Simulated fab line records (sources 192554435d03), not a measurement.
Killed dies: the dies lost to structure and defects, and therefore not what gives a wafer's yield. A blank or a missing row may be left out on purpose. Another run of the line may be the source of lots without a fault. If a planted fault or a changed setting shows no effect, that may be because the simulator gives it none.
fab line records | flow n5Finfet
[record] lots = 3 wafers = 9 lastDay = 17
route steps=1938 shown BEOL_M4@1099 BEOL_M5@1112 MIM_BOT_ETCH@1868 PASSIVATION@1936
lots that met no fault: from a run of the same line without faults
startH: the number of hours between the record's first day and the start of the first shown wafer of the lot | waitH: time in hours since the lot's previous step | " the same as in the row above | L1.1+2: several wafers, shown together as one row | - value missing, or start not given | * or withheld: withheld | < > ~ a bound
route shown NAME@n: names a module that has steps shown in the file, with the first one's number in the route | usual: average and standard deviation across the fault-free wafers | same: alike in all rows | chamber/n: place in a boat | sites: per-site readings | _std_site: the values' standard deviation | _edge_site: inner sites' mean taken away from outer sites' mean | radiusMm: for every site, how far away it sits from the centre of the wafer | mask NAME#n: copy n | behind: the last tool/chamber to shape the wafer | hold: why the lot went on hold/how many hours it stayed there/how the hold came to an end | device: the n, p or np transistor that did not switch | end of line: the tests these same wafers got at the end of their route | a step given without rows: its recipe and nothing more | killed: dies that structure and defects cost at the first sort, which is not the same as the wafer's yield | map: shows each die of a wafer: x if killed, . if not, _ if none is there
set.NAME: the setting that was run; set.NAME@STEP: the one run at that earlier step | model.NAME: the simulator's own value behind a step, which no gauge read
certain route steps with their lots: each step a table, each wafer a row
services: the hour from which a tool's chamber was out of use, counted from the record's first day as startH (under 0 if before that day), plus the number of hours and why
[[steps]]
[step N5_BEOL_M4_ANNEAL_95]
[recipe] tempC = 400 timeS = 240 ambient = vacuum
[step N5_BEOL_M4_SPUTTER_96]
[recipe] material = Cu targetThkA = 45 tempC = -20 chamberPressurePa = 0.07 powerW = withheld timeS = 8.29
[step N5_BEOL_M4_ECD_50]
[recipe] material = Cu targetThkA = 3000
[step N5_BEOL_M4_ANNEAL_51]
[recipe] tempC = 225 timeS = 90 ambient = N2
[step N5_BEOL_M4_CMP_52]
[recipe] stopOn = SiOC tOverpolishS = 6.8 downForcePsi = 1 platenRpm = 50 clearingPlatenDownForcePsi = 1.5 clearingPlatenRpm = 50 postCmpClean = cuAlkaline targetThkNm = 40 clearingPlatenPadVelocityMS = 0.99484 padVelocityMS = 0.99484
[step N5_BEOL_M4_PRE_CLEAN_60]
[recipe] gas = NH3/H2 timeS = 15 tempC = * rfPowerW = 300
[step N5_BEOL_M4_CO_CAP_55]
[recipe] material = Co targetThkA = 20 tempC = 200 precursor = CCTBA/H2 pressureTorr = 30 timeS = 102.1
[step N5_BEOL_M4_PRE_CLEAN_56]
[recipe] gas = NH3 timeS = 15 tempC = withheld rfPowerW = 300
[step N5_BEOL_M4_DEP_57]
[recipe] material = SiCN targetThkA = 80 tempC = withheld precursor = 3MS/NH3 pressureTorr = 3 rfW = 202 timeS = 14
[step N5_BEOL_M4_RC_MEAS_101]
[usual] DIBL_N = 36.5/1.4 DIBL_P = 36.5/1.6 IOFF_N = 0.163/0.022 IOFF_P = 0.219/0.029 ION_N = 675/8.3 ION_P = 464/6.2 SS_N = 71.5/0.52 SS_P = 73.4/0.57 VT_N = 249.7/2.6 VT_P = -250/3
// columns lot.wafer tool chamber startH waitH DIBL_N[mV/V] DIBL_P[mV/V] IOFF_N[nA/um] IOFF_P[nA/um] ION_N[uA/um] ION_P[uA/um] SS_N[mV/dec] SS_P[mV/dec] VT_N[mV] VT_P[mV]
L774.2 prober-01 0 214.85 0.2 36.9 36.2 0.167 0.253 685 473 71.2 73.3 249.1 -244
L774.4 " 0 " " 34.2 33.7 0.129 0.213 673 468 71.0 72.0 252.0 -248
L774.6 " 0 " " 35.3 34.5 0.141 0.221 681 469 71.2 72.5 248.7 -248
L776.2 prober-02 0 237.93 0.2 36.8 37.2 0.157 0.218 668 462 71.3 73.0 250.6 -249
L776.4 " 0 " " 37.5 37.8 0.161 0.217 678 458 72.0 73.4 250.7 -250
L776.5 " 0 " " 36.2 37.3 0.150 0.210 670 462 71.8 73.3 249.1 -252
L787.1 prober-01 0 298.21 0.0 36.8 37.1 0.175 0.198 666 450 71.4 73.8 251.3 -254
L787.3 " 0 " " 35.0 35.4 0.141 0.176 665 456 70.8 73.8 251.7 -255
L787.4 " 0 " " 34.0 34.5 0.126 0.160 660 454 71.0 73.5 253.9 -253
[step N5_BEOL_M5_ILD_DEP_00]
[recipe] material = SiCOH_lowk targetThkA = 1406.4 tempC = 300 precursor = DEMS/porogen pressureTorr = 5 rfW = 500 timeS = 25.9
[step N5_BEOL_M5_CURE_79]
[recipe] tempC = 385 timeS = 240 ambient = He/Ar material = SiCOH_lowk
[step N5_BEOL_M5_PECVD_70]
[recipe] material = SiO2 targetThkA = 160 tempC = 400 precursor = TEOS/O2 pressureTorr = 5.5 rfW = 450 teosFlowSccm = 53.8 gas = O2 flowSccm = 3000 timeS = 18
[step N5_BEOL_M5_HM_DEP_02]
[recipe] material = TiN targetThkA = 200 tempC = 25 chamberPressurePa = 0.49996
[step N5_BEOL_M5_COAT_59]
[recipe] resist = SOC tempC = 250 timeS = 60 spinRpm = 1500 resistThkNm = 60
[step N5_BEOL_M5_COAT_60]
[recipe] resist = SiARC tempC = 220 timeS = 60 spinRpm = 1500 resistThkNm = 12
[step N5_BEOL_M5_COAT_71]
[recipe] resist = underlayer tempC = 205 timeS = 60 spinRpm = 1500 resistThkNm = 5
[step N5_BEOL_M5_COAT_05]
[recipe] resist = CAR-EUV spinRpm = 1500 resistThkNm = 30
[step N5_BEOL_M5_EBR_07]
[recipe] solvent = PGMEA ebrWidthMm = 1.5
[step N5_BEOL_M5_SOFTBAKE_06]
[recipe] tempC = 110 timeS = 60 resist = CAR-EUV
[step N5_BEOL_M5_EXPOSE_08]
[recipe] maskId = M5 na = 0.33 sourceShape = annular sigmaInner = 0.4 sigmaOuter = 0.8 polarization = unpolarized targetCdNm = 28 doseMj = 35.75
[step N5_BEOL_M5_PEB_09]
[recipe] pebTempC = 100 pebTimeS = 60 resist = CAR-EUV
[step N5_BEOL_M5_DEVELOP_10]
[recipe] developTimeS = 30 developer = TMAH resist = CAR-EUV rinseLiquid = surfactantRinse dry = airSpin devTempC = 23
[step N5_BEOL_M5_DESCUM_16]
[recipe] chemistry = O2 timeS = 7 sourcePowerW = 50 biasPowerW = 20 pressureMtorr = 20 rfFrequencyHz = 2.712e+07 tempC = 40 resist = CAR-EUV o2FlowSccm = 225
[step N5_BEOL_M5_ETCH_72]
[recipe] chemistry = N2/H2 target = underlayer targetDepthA = 65 maskMaterial = CAR-EUV timeS = 5.2 ionEnergyEv = 200 pressureMtorr = 30 sourceW = 840 biasW = 150 n2FlowSccm = 200 h2FlowSccm = 200 ends = cleared
[step N5_BEOL_M5_ETCH_61]
[recipe] chemistry = CF4 target = SiARC targetDepthA = 156 maskMaterial = CAR-EUV timeS = 26 ionEnergyEv = 80 pressureMtorr = 40 sourceW = 545 biasW = 36 Ar_flow_sccm = 100 cf4FlowSccm = 100 ends = cleared
[step N5_BEOL_M5_ETCH_62]
[recipe] chemistry = N2/H2 target = SOC targetDepthA = 750 overetchA = 150 maskMaterial = SiARC tempC = 40 timeS = 112.5 ionEnergyEv = 200 pressureMtorr = 30 sourceW = 840 biasW = 150 n2FlowSccm = 200 h2FlowSccm = 200
[step N5_BEOL_M5_STRIP_63]
[recipe] chemistry = N2/H2 tempC = 40 n2FlowSccm = 200 h2FlowSccm = 200 rfFrequencyHz = 6e+07
[step N5_BEOL_M5_STRIP_73]
[recipe] chemistry = N2/H2 tempC = 40 n2FlowSccm = 200 h2FlowSccm = 200 rfFrequencyHz = 6e+07
[step N5_BEOL_M5_STRIP_64]
[recipe] chemistry = CF4 resist = SiARC powerW = 300 biasPowerW = 75 pressureMtorr = 50 cf4FlowSccm = 150 rfFrequencyHz = 6e+07
[step N5_BEOL_M5_HM_OPEN_17]
[recipe] chemistry = Cl2/BCl3 targetDepthA = 200 overetchA = 60 target = TiN maskMaterial = SOC ionEnergyEv = 150 pressureMtorr = 10 icpW = 1000 biasW = 126 Cl2_flow_sccm = 53.25 bcl3FlowSccm = 21.75 Ar_flow_sccm = 25
[step N5_BEOL_M5_STRIP_19]
[recipe] chemistry = O2 powerW = 400 tempC = 40 pressureMtorr = 30 rfFrequencyHz = 6e+07 biasPowerW = 0 overashFraction = 0.2 o2FlowSccm = 225
[step N5_BEOL_M5_COAT_65]
[recipe] resist = SOC tempC = 250 timeS = 60 spinRpm = 1500 resistThkNm = 60
[step N5_BEOL_M5_COAT_66]
[recipe] resist = SiARC tempC = 220 timeS = 60 spinRpm = 1500 resistThkNm = 12
[step N5_MIM_BOT_ETCH_ETCH_00]
[recipe] chemistry = Cl2/BCl3 target = TiN targetDepthA = 455 ionEnergyEv = 150 pressureMtorr = 10 icpW = 1000 biasW = 126 Cl2_flow_sccm = 53.25 bcl3FlowSccm = 21.75 Ar_flow_sccm = 25
[usual] drypumpMotorCurrentA = 5.3/0.39 oesProductAu = 0.81/0.069 rfFwdPowerW = 994/3.2 throttleValvePct = 21.85/0.15
// columns lot.wafer tool chamber startH waitH drypumpMotorCurrentA oesProductAu rfFwdPowerW rfHoursCounterH throttleValvePct model.etch.depthNm model.coat_of_MIM_BOT_LITHO_COAT_02.thkNm model.MIM_BOT_ETCH.cdOffsetNm
L774.2 rieMetal-01 1 313.12 0.1 4.8 0.82 988 30 21.89 46.82 * -0.2
L774.4 " 1 " " 4.8 0.82 988 - 21.90 46.48 * -0.2
L774.6 " 0 " " 5.4 0.87 998 - 21.65 46.52 * -0.6
L776.2 rieMetal-03 1 335.17 0.1 5.7 0.70 997 12 22.15 29.62 * 0.6
L776.4 " 1 " " 5.6 0.89 1000 - 21.84 46.36 * -0.4
L776.5 " 0 " " 4.9 0.72 993 - 22.04 44.77 * 0.2
L787.1 rieMetal-03 0 401.94 0.1 4.9 0.73 995 62 22.01 46.74 * -0.2
L787.3 " 0 " " 4.9 0.73 994 - 22.04 46.34 * -0.2
L787.4 " 1 " " 5.7 0.88 998 - 21.83 47.47 * -0.6
[step N5_PASSIVATION_PROBE_49]
[usual] defectLimitedYield = 91.2/1.6 killed_at_M0_to_M3 = 33/11 killed_at_M4_up = 15/6.2 killedAtContacts = 15/7.1 killedAtFrontEnd = 38/12 killedAtOther = 4/3.5 killedDies = 104/19 killedOnRim = 14/4 killedOpen = 69/14 killedShort = 34/8.5 sort_bin_5_function = 5.2/0.99 sort_bin_6_memory = 3.3/0.77 sortNPass = 1076/19 sortYieldPct = 91.2/1.6
[same] grossDies = 1180 killedAtBackSide = 0 sort_bin_4_leakage[%] = 0 sort_bin_8_speed[%] = 0
// columns lot.wafer tool chamber startH waitH defectLimitedYield[%] killed_at_M0_to_M3 killed_at_M4_up killedAtContacts killedAtFrontEnd killedAtOther killedDies killedOnRim killedOpen killedShort sort_bin_5_function[%] sort_bin_6_memory[%] sortNPass sortYieldPct[%]
L774.2 prober-02 - 321.03 0.1 91.6 23 15 19 42 0 99 7 59 40 5.2 3.1 1081 91.6
L774.4 prober-02 - 321.13 0.2 92.8 23 18 11 30 3 85 12 57 26 4.2 2.7 1095 92.8
L774.6 prober-02 - 321.23 0.3 90.8 22 19 31 36 1 109 11 70 34 5.3 3.5 1071 90.8
L776.2 prober-02 - 343.06 0.1 0 50 13 7 41 1069 1180 152 86 24 96.3 3.4 0 0
L776.4 prober-02 - 343.16 0.2 92.0 26 23 11 34 0 94 10 62 31 4.9 2.7 1086 92.0
L776.5 prober-02 - 343.21 0.2 91.8 33 8 14 37 5 97 11 69 27 5.2 2.9 1083 91.8
L787.1 prober-02 - 413.12 0.0 91.4 35 11 33 21 2 102 16 73 29 5.4 3.1 1078 91.4
L787.3 prober-02 - 413.22 0.1 88.3 65 28 17 23 5 138 18 86 49 7.0 4.1 1042 88.3
L787.4 prober-02 - 413.27 0.2 89.0 38 19 20 47 6 130 20 78 51 5.8 4.7 1050 89.0
// killed by level:class
L774.2 MOL_CONTACT_COAG:geometricParticle:open=15 FIN_SAQP:geometricParticle:short=9 FIN_SAQP:geometricParticle:open=8 GATE_CUT:geometricParticle:short=7 BEOL_M0_SAQP:geometricParticle:short=6 BEOL_M0_SAQP:geometricParticle:open=6 GATE_CUT:geometricParticle:open=5 BEOL_M5:geometricParticle:open=5
L774.4 STI_FIN_REVEAL:geometricParticle:open=10 MOL_CONTACT_COAG:geometricParticle:open=9 BEOL_M0_SAQP:geometricParticle:open=8 BEOL_M4:geometricParticle:open=8 BEOL_M0_SAQP:geometricParticle:short=6 BEOL_M5:geometricParticle:open=5 FIN_SAQP:geometricParticle:open=4 STI_FIN_REVEAL:geometricParticle:short=3
L774.6 MOL_CONTACT_COAG:geometricParticle:open=24 BEOL_M4:geometricParticle:open=10 MOL_CONTACT_COAG:geometricParticle:short=7 GATE_CUT:geometricParticle:short=6 BEOL_M0_SAQP:geometricParticle:short=6 STARTING-WAFER:geometricParticle:open=5 FIN_SAQP:geometricParticle:short=4 FIN_SAQP:geometricParticle:open=4
L776.2 MIM_BOT_ETCH:areaEtch=1069 BEOL_M3:geometricParticle:open=14 BEOL_M1:geometricParticle:open=12 GATE_CUT:geometricParticle:open=10 STI_FIN_REVEAL:geometricParticle:open=7 GATE_CUT:geometricParticle:short=7 BEOL_M0_SAQP:geometricParticle:open=7 BEOL_M0:geometricParticle:open=7
L776.4 MOL_CONTACT_COAG:geometricParticle:open=8 BEOL_M2:geometricParticle:open=8 BEOL_M4:geometricParticle:open=7 DUMMY_GATE:geometricParticle:open=6 GATE_CUT:geometricParticle:short=6 BEOL_M1:geometricParticle:open=5 BEOL_M3:geometricParticle:open=5 FIN_CUT:geometricParticle:short=4
L776.5 MOL_CONTACT_COAG:geometricParticle:open=13 STI_FIN_REVEAL:geometricParticle:open=8 GATE_CUT:geometricParticle:open=6 STI_FIN_REVEAL:geometricParticle:short=5 BEOL_M1:geometricParticle:open=5 BEOL_M2:geometricParticle:open=5 STARTING-WAFER:geometricParticle:open=5 GATE_CUT:geometricParticle:short=4
L787.1 MOL_CONTACT_COAG:geometricParticle:open=27 BEOL_M3:geometricParticle:open=10 BEOL_M0_SAQP:geometricParticle:short=8 MOL_CONTACT_COAG:geometricParticle:short=6 BEOL_M0_SAQP:geometricParticle:open=6 BEOL_M2:geometricParticle:open=6 FIN_SAQP:geometricParticle:open=5 DUMMY_GATE:geometricParticle:open=4
L787.3 BEOL_M0_SAQP:geometricParticle:open=17 MOL_CONTACT_COAG:geometricParticle:open=16 BEOL_M2:geometricParticle:open=14 BEOL_M0_SAQP:geometricParticle:short=13 BEOL_M4:geometricParticle:short=11 BEOL_M4:geometricParticle:open=8 BEOL_M3:geometricParticle:open=7 FIN_SAQP:geometricParticle:short=5
L787.4 MOL_CONTACT_COAG:geometricParticle:open=16 FIN_SAQP:geometricParticle:short=12 BEOL_M0_SAQP:geometricParticle:open=7 BEOL_M1:geometricParticle:open=7 FIN_SAQP:geometricParticle:open=6 BEOL_M3:geometricParticle:open=6 STI_FIN_REVEAL:geometricParticle:open=5 BEOL_M2:geometricParticle:open=5
// map L776.2 (x killed, . not)
_________________xxxxxxxxxxxx________________
______________xxxxxxxxxxxxxxxxxx_____________
___________xxxxxxxxxxxxxxxxxxxxxxxx__________
__________xxxxxxxxxxxxxxxxxxxxxxxxxx_________
________xxxxxxxxxxxxxxxxxxxxxxxxxxxxxx_______
_______xxxxxxxxxxxxxxxxxxxxxxxxxxxxxxxx______
______xxxxxxxxxxxxxxxxxxxxxxxxxxxxxxxxxx_____
_____xxxxxxxxxxxxxxxxxxxxxxxxxxxxxxxxxxxx____
____xxxxxxxxxxxxxxxxxxxxxxxxxxxxxxxxxxxxxx___
___xxxxxxxxxxxxxxxxxxxxxxxxxxxxxxxxxxxxxxxx__
___xxxxxxxxxxxxxxxxxxxxxxxxxxxxxxxxxxxxxxxx__
__xxxxxxxxxxxxxxxxxxxxxxxxxxxxxxxxxxxxxxxxxx_
__xxxxxxxxxxxxxxxxxxxxxxxxxxxxxxxxxxxxxxxxxx_
_xxxxxxxxxxxxxxxxxxxxxxxxxxxxxxxxxxxxxxxxxxxx
_xxxxxxxxxxxxxxxxxxxxxxxxxxxxxxxxxxxxxxxxxxxx
_xxxxxxxxxxxxxxxxxxxxxxxxxxxxxxxxxxxxxxxxxxxx
_xxxxxxxxxxxxxxxxxxxxxxxxxxxxxxxxxxxxxxxxxxxx
_xxxxxxxxxxxxxxxxxxxxxxxxxxxxxxxxxxxxxxxxxxxx
_xxxxxxxxxxxxxxxxxxxxxxxxxxxxxxxxxxxxxxxxxxxx
_xxxxxxxxxxxxxxxxxxxxxxxxxxxxxxxxxxxxxxxxxxxx
_xxxxxxxxxxxxxxxxxxxxxxxxxxxxxxxxxxxxxxxxxxxx
__xxxxxxxxxxxxxxxxxxxxxxxxxxxxxxxxxxxxxxxxxx_
__xxxxxxxxxxxxxxxxxxxxxxxxxxxxxxxxxxxxxxxxxx_
___xxxxxxxxxxxxxxxxxxxxxxxxxxxxxxxxxxxxxxxx__
___xxxxxxxxxxxxxxxxxxxxxxxxxxxxxxxxxxxxxxxx__
____xxxxxxxxxxxxxxxxxxxxxxxxxxxxxxxxxxxxxx___
_____xxxxxxxxxxxxxxxxxxxxxxxxxxxxxxxxxxxx____
______xxxxxxxxxxxxxxxxxxxxxxxxxxxxxxxxxx_____
_______xxxxxxxxxxxxxxxxxxxxxxxxxxxxxxxx______
________xxxxxxxxxxxxxxxxxxxxxxxxxxxxxx_______
__________xxxxxxxxxxxxxxxxxxxxxxxxxx_________
___________xxxxxxxxxxxxxxxxxxxxxxxx__________
______________xxxxxxxxxxxxxxxxxx_____________
_________________xxxxxxxxxxxx________________
// map L787.3 (x killed, . not)
_________________............________________
______________x........x........_____________
___________........................__________
__________..........x.....x........x_________
________.........................x..x._______
_______..x.........x...x..x..x.xx....x.______
______...x..............x.......x......._____
_____x.......x.............x.......x..x..____
____....x..x.....x.....x..........x.......___
___....x.x..x.......x......................__
___..................x...x.................__
__.x.....................x.........x....x.x._
__......x............x...........xx........._
_.............................x..............
_....x...x.x.....x...........x...x.x.xx..x...
_.x..xx.................x....................
_...x....x.............xxx....x.x......x..x..
_....x...x.........x.............x...x.......
_.............x..............................
_...........................xx.........x.....
_......x..x.x.............x.....x........x..x
__....x................x...x...x............_
__.x...................x...x.......x....x..._
___x.xx...x.x...........x......x...........__
___x............................x.x...xx...__
____.....x..x............xx..x.......x..x.___
_____...x.xxx...x.xx...x.................____
______.............x...................._____
_______........xx..x.....x.............______
________x............................._______
__________...x.............x...x...x_________
___________.............xxx.......x__________
______________...x.....x.x......_____________
_________________........x.x.________________
[[services]]
// columns tool chamber startH hours kind
rieMetal-01 - 337.83 0.4 repair
[[key]]
[firstSign] step = N5_PASSIVATION_PROBE_49 reading = killedAtOther direction = up sigmas = 99+ usual = 4 struck = 1069
[effect] step = N5_PASSIVATION_PROBE_49 reading = sort_bin_5_function direction = up sigmas = 92 usual = 5.2 struck = 96.3
[modelEffect] step = N5_MIM_BOT_ETCH_ETCH_00 value = etch.depthNm without = 46.57 struck = 29.62
[moreKillsBornAt] N5_MIM_BOT_ETCH_ETCH_00@rieMetal-03 = 1069
metAt N5_MIM_BOT_ETCH_ETCH_00
struckWafers L776.2
laterRowsLeftOut L776.2
[fault] kind = processParameterDrift tool = rieMetal-03 chamber = - onsetH = 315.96 steps = N5_MIM_BOT_ETCH_ETCH_00 channel = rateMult offset = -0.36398 shape = step endH = 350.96 scope = struckWafersOnly
// laterRowsLeftOut: the simulator's readings of these wafers behind a module that went badly wrong aren't trusted and aren't shown, but for the sort
